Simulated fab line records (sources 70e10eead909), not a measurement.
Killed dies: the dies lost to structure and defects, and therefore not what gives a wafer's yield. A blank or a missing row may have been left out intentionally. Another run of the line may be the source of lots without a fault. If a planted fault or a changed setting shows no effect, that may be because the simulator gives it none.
Which tool is to blame? -- flow nand-harc -- Sampling: 22 lots, 66 wafers, 6 of 1302 route steps

== WHAT EACH GAUGE READ, for each wafer ==
The record holds no reading of a measuring or inspecting step that can be judged against a usual standard deviation.

== TOOL THAT RAN EACH LOT (tool first, then ch and the chambers of the sampled wafers, then the start) ==
lot,NHARC_A_CONTACT_ETCH_112,NHARC_A_CONTACT_ETCH_102,NHARC_A_CONTACT_STRIP_55,NHARC_A_CONTACT_STRIP_82,NHARC_A_CONTACT_ETCH_89,NHARC_A_CONTACT_ETCH_98
L074,"har-cap-etch-01 ch 1, day 21 08:43","rie-diel-07 ch 0,1,2, day 21 12:05","rie-diel-07 ch 1,3, no start","rie-diel-11 ch 0,2,3, no start","rie-diel-04 ch 0,1,2, no start","rie-diel-04 ch 0,1, no start"
L075,"har-cap-etch-03 ch 0,1, day 22 01:05","rie-diel-11 ch 0,2,3, day 22 04:27","rie-diel-11 ch 0,1,3, no start","rie-diel-11 ch 0,2,3, no start","rie-diel-07 ch 0,1,3, no start","rie-diel-07 ch 1,2,3, no start"
L076,"har-cap-etch-02 ch 0,1, day 22 01:43","rie-diel-07 ch 1,2,3, day 22 05:06","rie-diel-07 ch 0,1,3, no start","rie-diel-04 ch 0,2,3, no start","rie-diel-07 ch 0,1,3, no start","rie-diel-11 ch 0,1,3, no start"
L077,"har-cap-etch-03 ch 0,1, day 22 04:18","rie-diel-07 ch 0,1, day 22 07:40","rie-diel-07 ch 0,3, day 22 23:34 or earlier","rie-diel-07 ch 0,1, day 22 23:34 or earlier","rie-diel-07 ch 2,3, day 22 23:34 or earlier","rie-diel-04 ch 1,3, day 22 23:34"
L078,"har-cap-etch-01 ch 0,1, day 22 15:57","rie-diel-07 ch 2,3, day 22 19:37","rie-diel-07 ch 1,3, no start","rie-diel-11 ch 1,2, no start","rie-diel-07 ch 0,2,3, no start","rie-diel-11 ch 1,2,3, no start"
L080,"har-cap-etch-01 ch 0,1, day 24 01:01","rie-diel-07 ch 2,3, day 24 04:22","rie-diel-07 ch 0,2,3, no start","rie-diel-11 ch 0,1, no start","rie-diel-07 ch 0,1, no start","rie-diel-07 ch 0,1,2, no start"
L081,"har-cap-etch-02 ch 0,1, day 24 19:28","rie-diel-11 ch 0,3, day 24 22:47","rie-diel-11 ch 2,3, no start","rie-diel-04 ch 0,1, no start","rie-diel-07 ch 2,3, no start","rie-diel-07 ch 1,2,3, no start"
L083,"har-cap-etch-02 ch 0,1, day 25 08:08","rie-diel-07 ch 0,1, day 25 11:43","rie-diel-07 ch 0,1, no start","rie-diel-07 ch 0,2,3, no start","rie-diel-11 ch 2,3, no start","rie-diel-11 ch 0,1,2, no start"
L082,"har-cap-etch-03 ch 0,1, day 25 17:38","rie-diel-11 ch 0,2,3, day 25 21:04","rie-diel-11 ch 1,2,3, no start","rie-diel-07 ch 0,2,3, no start","rie-diel-07 ch 0,1,2, no start","rie-diel-07 ch 0,2,3, no start"
L084,"har-cap-etch-01 ch 0,1, day 26 00:09","rie-diel-04 ch 0,1,3, day 26 03:32","rie-diel-04 ch 0,2,3, no start","rie-diel-07 ch 1,2,3, no start","rie-diel-07 ch 0,1,2, no start","rie-diel-07 ch 0,1,3, no start"
L085,"har-cap-etch-02 ch 1, day 26 03:31","rie-diel-04 ch 0,2, day 26 06:50","rie-diel-04 ch 0,2,3, no start","rie-diel-07 ch 0,2,3, no start","rie-diel-07 ch 0,1,2, no start","rie-diel-07 ch 1,2,3, no start"
L086,"har-cap-etch-02 ch 0,1, day 27 02:55","rie-diel-04 ch 0,2,3, day 27 07:06","rie-diel-04 ch 0,1,2, no start","rie-diel-07 ch 2,3, no start","rie-diel-04 ch 0,1, no start","rie-diel-11 ch 0,1,3, no start"
L087,"har-cap-etch-03 ch 0,1, day 27 07:38","rie-diel-07 ch 0,1,2, day 27 10:58","rie-diel-07 ch 0,2, no start","rie-diel-07 ch 1,3, no start","rie-diel-11 ch 0,1,2, no start","rie-diel-04 ch 1,3, no start"
L088,"har-cap-etch-01 ch 0,1, day 27 09:37","rie-diel-11 ch 0,1,3, day 27 12:57","rie-diel-11 ch 0,1,2, no start","rie-diel-07 ch 0,2,3, no start","rie-diel-11 ch 1,2,3, no start","rie-diel-11 ch 0,1,3, no start"
L091,"har-cap-etch-02 ch 0,1, day 27 21:30","rie-diel-04 ch 0,1,2, day 28 00:55","rie-diel-04 ch 0,1,2, day 28 17:40 or earlier","rie-diel-07 ch 1,2,3, day 28 17:40 or earlier","rie-diel-07 ch 0,1,3, day 28 17:40 or earlier","rie-diel-04 ch 0,2,3, day 28 17:40"
L089,"har-cap-etch-01 ch 0,1, day 28 01:41","rie-diel-11 ch 0,1,3, day 28 05:35","rie-diel-11 ch 2,3, day 28 21:58 or earlier","rie-diel-04 ch 0,2,3, day 28 21:58 or earlier","rie-diel-07 ch 0,2,3, day 28 21:58 or earlier","rie-diel-04 ch 0,2, day 28 21:58"
L092,"har-cap-etch-03 ch 0,1, day 28 22:52","rie-diel-11 ch 0,2,3, day 29 02:13","rie-diel-11 ch 2,3, no start","rie-diel-07 ch 1,2, no start","rie-diel-04 ch 0,2,3, no start","rie-diel-07 ch 0,1, no start"
L094,"har-cap-etch-01 ch 0,1, day 29 06:25","rie-diel-04 ch 0,1,2, day 29 10:13","rie-diel-04 ch 0,1,2, no start","rie-diel-07 ch 0,2,3, no start","rie-diel-11 ch 0,1,2, no start","rie-diel-04 ch 1,2,3, no start"
L093,"har-cap-etch-03 ch 0,1, day 29 12:16","rie-diel-07 ch 0,2,3, day 29 15:38","rie-diel-07 ch 0,1,2, no start","rie-diel-04 ch 0,1,2, no start","rie-diel-11 ch 0,1,2, no start","rie-diel-11 ch 0,1,2, no start"
L095,"har-cap-etch-02 ch 0,1, day 30 04:34","rie-diel-07 ch 1,2, day 30 07:52","rie-diel-07 ch 0,2,3, no start","rie-diel-07 ch 2,3, no start","rie-diel-07 ch 0,1,3, no start","rie-diel-07 ch 0,1, no start"
L097,"har-cap-etch-01 ch 0,1, day 31 03:46","rie-diel-07 ch 2,3, day 31 07:14","rie-diel-07 ch 0,1,2, no start","rie-diel-07 ch 0,2,3, no start","rie-diel-11 ch 0,1,2, no start","rie-diel-07 ch 0,1,2, no start"
L096,"har-cap-etch-01 ch 0,1, day 31 16:01","rie-diel-04 ch 0,3, day 31 19:23","rie-diel-04 ch 1,2, no start","rie-diel-07 ch 0,1, no start","rie-diel-07 ch 2,3, no start","rie-diel-07 ch 1,2, no start"
- NHARC_A_CONTACT_ETCH_112: etches the open film in C4F8/O2/Ar, time 190 s, target depth 1850 nm.
- NHARC_A_CONTACT_ETCH_102: etches the open film in CF4/O2, target depth 100 nm, overetch 10 nm, time 55 s.
- NHARC_A_CONTACT_STRIP_55: strips in O2.
- NHARC_A_CONTACT_STRIP_82: strips in O2.
- NHARC_A_CONTACT_ETCH_89: etches the open film in N2/H2, target depth 260 nm, time 475.3 s.
- NHARC_A_CONTACT_ETCH_98: etches the open film in C4F6/O2, target depth 20 nm, time 10 s.

== WHAT THE TOOLS THEMSELVES READ (means of the sampled wafers that have a number; where no wafer has one, the mark that the record gives instead) ==
NHARC_A_CONTACT_ETCH_102. Usual: drypump-motor-current-A 5.9 A, standard deviation 0.34; oes-product-au 1.003 a.u., standard deviation 0.008; rf-vpp-V 198.4 V, standard deviation 1.4; showerhead-plenum-p-Torr 1.37 Torr, standard deviation 0.059; throttle-valve-pct 13.396 %, standard deviation 0.008.
lot,tool,drypump-motor-current-A (A),oes-product-au (a.u.),rf-vpp-V (V),showerhead-plenum-p-Torr (Torr),throttle-valve-pct (%),flag
L074,rie-diel-07,6.0,1.007,199.0,1.41,13.396,
L075,rie-diel-11,5.9,1.006,196.7,1.33,13.392,
L076,rie-diel-07,6.1,1.004,198.7,1.40,13.398,
L077,rie-diel-07,6.1,0.998,198.8,1.39,13.388,
L078,rie-diel-07,6.1,1.007,198.8,1.42,13.396,
L080,rie-diel-07,6.1,1.010,199.3,1.41,13.394,
L081,rie-diel-11,6.2,1.001,197.6,1.35,13.402,
L083,rie-diel-07,6.0,1.006,198.4,1.39,13.392,
L082,rie-diel-11,5.9,1.006,196.6,1.32,13.396,
L084,rie-diel-04,5.6,0.999,197.3,1.32,13.397,
L085,rie-diel-04,5.5,1.004,197.6,1.30,13.401,
L086,rie-diel-04,5.7,1.011,197.8,1.29,13.385,
L087,rie-diel-07,6.0,1.009,199.0,1.40,13.399,
L088,rie-diel-11,6.0,0.993,198.3,1.37,13.397,
L091,rie-diel-04,5.4,1.003,198.1,1.33,13.403,
L089,rie-diel-11,6.0,0.991,198.7,1.37,13.405,
L092,rie-diel-11,6.0,1.000,198.3,1.39,13.405,
L094,rie-diel-04,5.4,1.012,198.0,1.33,13.396,
L093,rie-diel-07,6.1,1.007,199.7,1.39,13.390,
L095,rie-diel-07,6.0,1.000,198.8,1.40,13.400,
L097,rie-diel-07,6.2,1.002,199.9,1.38,13.388,
L096,rie-diel-04,5.5,1.002,195.9,1.26,13.391,

NHARC_A_CONTACT_STRIP_55. Usual: drypump-motor-current-A 5.9 A, standard deviation 0.33; oes-product-au 1.004 a.u., standard deviation 0.0071; rf-vpp-V 58.0 V, standard deviation 0.87; showerhead-plenum-p-Torr 3.62 Torr, standard deviation 0.14; throttle-valve-pct 17.036 %, standard deviation 0.0088.
lot,tool,drypump-motor-current-A (A),oes-product-au (a.u.),rf-vpp-V (V),showerhead-plenum-p-Torr (Torr),throttle-valve-pct (%),flag
L074,rie-diel-07,6.2,0.995,58.5,3.63,17.031,
L075,rie-diel-11,6.0,0.994,58.7,3.63,17.033,
L076,rie-diel-07,6.1,1.004,57.8,3.65,17.032,
L077,rie-diel-07,6.2,1.005,57.8,3.63,17.033,
L078,rie-diel-07,6.1,1.013,57.9,3.63,17.039,
L080,rie-diel-07,6.2,1.009,57.5,3.68,17.033,
L081,rie-diel-11,5.7,1.003,58.2,3.44,17.034,
L083,rie-diel-07,6.0,1.010,58.4,3.66,17.038,
L082,rie-diel-11,5.7,1.003,58.1,3.55,17.033,
L084,rie-diel-04,5.7,1.002,57.6,3.43,17.035,
L085,rie-diel-04,5.7,1.008,57.9,3.43,17.032,
L086,rie-diel-04,5.4,0.996,58.0,3.51,17.050,
L087,rie-diel-07,6.1,1.009,58.4,3.69,17.042,
L088,rie-diel-11,5.9,0.997,58.0,3.62,17.047,
L091,rie-diel-04,5.4,1.008,57.7,3.51,17.028,
L089,rie-diel-11,5.6,1.008,58.6,3.79,17.041,
L092,rie-diel-11,5.7,1.004,58.8,3.77,17.041,
L094,rie-diel-04,5.4,0.997,57.1,3.51,17.038,
L093,rie-diel-07,6.1,1.004,58.0,3.69,17.041,
L095,rie-diel-07,6.2,1.006,57.3,3.67,17.041,
L097,rie-diel-07,6.0,1.004,57.8,3.69,17.030,
L096,rie-diel-04,5.6,1.006,56.9,3.56,17.032,

NHARC_A_CONTACT_STRIP_82. Usual: drypump-motor-current-A 6.0 A, standard deviation 0.31; oes-product-au 1.003 a.u., standard deviation 0.0084; rf-vpp-V 57.8 V, standard deviation 0.92; showerhead-plenum-p-Torr 3.62 Torr, standard deviation 0.13; throttle-valve-pct 17.037 %, standard deviation 0.0091.
lot,tool,drypump-motor-current-A (A),oes-product-au (a.u.),rf-vpp-V (V),showerhead-plenum-p-Torr (Torr),throttle-valve-pct (%),flag
L074,rie-diel-11,5.9,1.003,57.4,3.52,17.039,
L075,rie-diel-11,5.9,0.997,57.3,3.51,17.031,
L076,rie-diel-04,5.7,0.998,57.8,3.45,17.041,
L077,rie-diel-07,6.1,1.010,58.0,3.67,17.044,
L078,rie-diel-11,5.7,0.994,58.2,3.51,17.041,
L080,rie-diel-11,6.2,0.996,57.2,3.51,17.037,
L081,rie-diel-04,5.3,1.005,57.9,3.60,17.034,
L083,rie-diel-07,6.2,1.010,58.2,3.68,17.034,
L082,rie-diel-07,6.2,1.008,58.1,3.68,17.038,
L084,rie-diel-07,6.1,1.003,58.6,3.68,17.034,
L085,rie-diel-07,6.2,1.002,58.0,3.68,17.027,
L086,rie-diel-07,6.2,1.002,58.0,3.66,17.042,
L087,rie-diel-07,6.2,1.007,57.2,3.62,17.042,
L088,rie-diel-07,6.2,1.006,58.4,3.67,17.040,
L091,rie-diel-07,6.1,0.990,58.0,3.67,17.038,
L089,rie-diel-04,5.7,1.004,57.2,3.42,17.035,
L092,rie-diel-07,6.0,0.999,57.6,3.73,17.045,
L094,rie-diel-07,6.2,1.006,57.9,3.67,17.054,
L093,rie-diel-04,5.4,1.011,57.5,3.50,17.035,
L095,rie-diel-07,6.2,0.994,58.1,3.65,17.042,
L097,rie-diel-07,6.2,0.997,58.4,3.67,17.037,
L096,rie-diel-07,6.0,1.007,57.4,3.65,17.035,

NHARC_A_CONTACT_ETCH_89. Usual: drypump-motor-current-A 5.98 A, standard deviation 0.29; oes-product-au 1.002 a.u., standard deviation 0.0093; rf-vpp-V 432.5 V, standard deviation 2.3; showerhead-plenum-p-Torr 2.11 Torr, standard deviation 0.078; throttle-valve-pct 14.171 %, standard deviation 0.009.
lot,tool,drypump-motor-current-A (A),oes-product-au (a.u.),rf-vpp-V (V),showerhead-plenum-p-Torr (Torr),throttle-valve-pct (%),flag
L074,rie-diel-04,5.42,0.990,431.2,2.04,14.167,
L075,rie-diel-07,6.11,1.008,431.6,2.12,14.176,
L076,rie-diel-07,6.12,1.014,432.4,2.12,14.172,
L077,rie-diel-07,6.19,1.011,433.4,2.13,14.174,
L078,rie-diel-07,6.16,1.008,433.4,2.14,14.162,
L080,rie-diel-07,5.99,0.996,432.8,2.12,14.164,
L081,rie-diel-07,6.17,1.002,433.2,2.13,14.175,
L083,rie-diel-11,5.72,1.001,432.2,2.09,14.165,
L082,rie-diel-07,6.06,1.010,434.1,2.15,14.170,
L084,rie-diel-07,6.08,1.009,433.0,2.15,14.173,
L085,rie-diel-07,6.07,1.006,433.3,2.15,14.184,
L086,rie-diel-04,5.31,1.004,431.7,2.07,14.169,
L087,rie-diel-11,5.90,0.991,432.5,2.10,14.176,
L088,rie-diel-11,5.72,0.996,433.5,2.16,14.167,
L091,rie-diel-07,6.11,1.003,432.7,2.11,14.178,
L089,rie-diel-07,6.17,0.998,432.0,2.13,14.173,
L092,rie-diel-04,5.72,1.003,428.5,1.97,14.168,
L094,rie-diel-11,5.92,1.002,432.7,2.09,14.167,
L093,rie-diel-11,5.91,1.004,432.2,2.09,14.170,
L095,rie-diel-07,6.11,0.997,432.0,2.11,14.164,
L097,rie-diel-11,5.93,0.994,431.8,2.08,14.171,
L096,rie-diel-07,6.21,0.996,431.9,2.12,14.167,

NHARC_A_CONTACT_ETCH_98. Usual: drypump-motor-current-A 6.0 A, standard deviation 0.32; oes-product-au 0.958 a.u., standard deviation 0.018; rf-vpp-V 549 V, standard deviation 3.2; showerhead-plenum-p-Torr 4.00 Torr, standard deviation 0.15; throttle-valve-pct 26.903 %, standard deviation 0.0089.
lot,tool,drypump-motor-current-A (A),oes-product-au (a.u.),rf-vpp-V (V),showerhead-plenum-p-Torr (Torr),throttle-valve-pct (%),flag
L074,rie-diel-04,5.3,0.948,546,3.86,26.902,
L075,rie-diel-07,6.1,0.954,550,4.09,26.903,
L076,rie-diel-11,6.0,0.971,549,4.03,26.909,
L077,rie-diel-04,6.0,0.995,547,3.97,26.900,
L078,rie-diel-11,5.7,0.943,548,3.96,26.901,
L080,rie-diel-07,6.1,0.958,551,4.11,26.906,
L081,rie-diel-07,6.1,0.962,550,4.09,26.907,
L083,rie-diel-11,6.0,0.943,545,3.83,26.903,
L082,rie-diel-07,6.1,0.949,551,4.08,26.905,
L084,rie-diel-07,6.1,0.953,549,4.04,26.891,
L085,rie-diel-07,6.1,0.963,550,4.08,26.904,
L086,rie-diel-11,6.1,0.954,549,4.01,26.898,
L087,rie-diel-04,6.0,0.995,547,3.94,26.899,
L088,rie-diel-11,6.0,0.935,549,4.01,26.912,
L091,rie-diel-04,5.7,0.972,544,3.81,26.908,
L089,rie-diel-04,5.4,0.969,544,3.75,26.907,
L092,rie-diel-07,6.1,0.953,551,4.06,26.908,
L094,rie-diel-04,5.8,0.959,547,3.95,26.899,
L093,rie-diel-11,5.9,0.946,548,4.00,26.902,
L095,rie-diel-07,6.0,0.963,549,4.05,26.903,
L097,rie-diel-07,6.1,0.929,550,4.09,26.909,
L096,rie-diel-07,6.0,0.938,550,4.09,26.896,

== THE ANSWER, worked out from the rows above alone ==
Rule: lot off if the mean of its wafers having a number is beyond 3 standard deviations from the usual mean. A lot without any number at a reading at which 4 lots or more have one is off too. All remaining lots with rows at the step are treated as sound. The gauges are gone through in route order, then the tools' own readings, and for those a lot's mean is taken as printed above. The first step at which some lot is off is used, and at that step the reading that is off furthest; a lot without a number counts as furthest.
Across all readings shown, no lot is off: no conclusion can be drawn from this.

== WHAT THE SIMULATOR PUT IN ==
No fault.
